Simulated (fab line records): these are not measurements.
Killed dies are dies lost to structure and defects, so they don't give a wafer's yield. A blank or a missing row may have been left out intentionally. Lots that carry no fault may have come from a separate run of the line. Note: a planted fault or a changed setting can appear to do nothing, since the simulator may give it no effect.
Matching of chambers | flow nand_harc | ald_hk-01 running NHARC_A_WL_FILL_ALD_10: 4 sister chambers
The step deposits SiO2, target thk 50 nm, pulse time 10 s, ald cycles 500. 14 wafers are shown with their chamber, then 7 later ones without.

## WAFERS, EACH WITH ITS CHAMBER
wafer  | chamber | heater_power_w (W) | precursor_pulse_height_rel
L075.2 | 2       | 495                | 1.021
L075.3 | 1       | 507                | 1.031
L075.4 | 3       | 493                | 0.967
L079.1 | 0       | 516                | 0.984
L079.2 | 3       | 491                | 1.018
L079.5 | 0       | 529                | 0.995
L082.1 | 1       | 500                | 0.966
L082.3 | 3       | 504                | 1.021
L082.4 | 0       | 518                | 1.011
L082.2 | 2       | 489                | 1.020
L082.5 | 1       | 490                | 1.024
L082.6 | 0       | 522                | 0.991
L084.1 | 3       | 497                | 1.002
L084.2 | 1       | 490                | 1.003

SIGNATURES, as means of the wafers listed above
reading                    | chamber 0 | chamber 1 | chamber 2 | chamber 3 | scatter within a chamber
heater_power_w             | 521.25    | 496.75    | 492.00    | 496.25    | 6.5
precursor_pulse_height_rel | 0.99525   | 1.00600   | 1.02050   | 1.00200   | 0.0219
Rule: a wafer's distance from a chamber is the root of the sum, over the readings, of the square of ((its reading less the chamber's mean) divided by the reading's scatter). If the next closest chamber is less than 2 further off than the closest, the wafer can't be placed; otherwise it belongs to the closest. The scatter: the root of (the sum of the squares of (reading less its chamber's mean) over the shown wafers, divided by (wafers less chambers)).

## WAFERS WHOSE CHAMBER IS MISSING
wafer  | heater_power_w (W) | precursor_pulse_height_rel
L084.4 | 494                | 0.966
L093.3 | 498                | 0.991
L093.4 | 513                | 1.010
L093.2 | 466                | 0.967
L096.4 | 485                | 1.010
L096.3 | 496                | 1.006
L096.6 | 503                | 1.014

## WHICH CHAMBER EACH WENT THROUGH
wafer  | from the rows above               | in truth
L084.4 | can't be placed: 3 or 1 or 2      | 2
L093.3 | can't be placed: 3 or 1 or 2      | 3
L093.4 | can't be placed: 0 or 1 or 3 or 2 | 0
L093.2 | can't be placed: 2 or 3 or 1      | 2
L096.4 | can't be placed: 2 or 3 or 1      | 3
L096.3 | can't be placed: 1 or 3 or 2      | 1
L096.6 | can't be placed: 1 or 3 or 2 or 0 | 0
Placed correctly: 0 of 7. Unplaceable from these rows: 7, with the true chamber sitting among the candidates in 7. 0 placed wrongly.
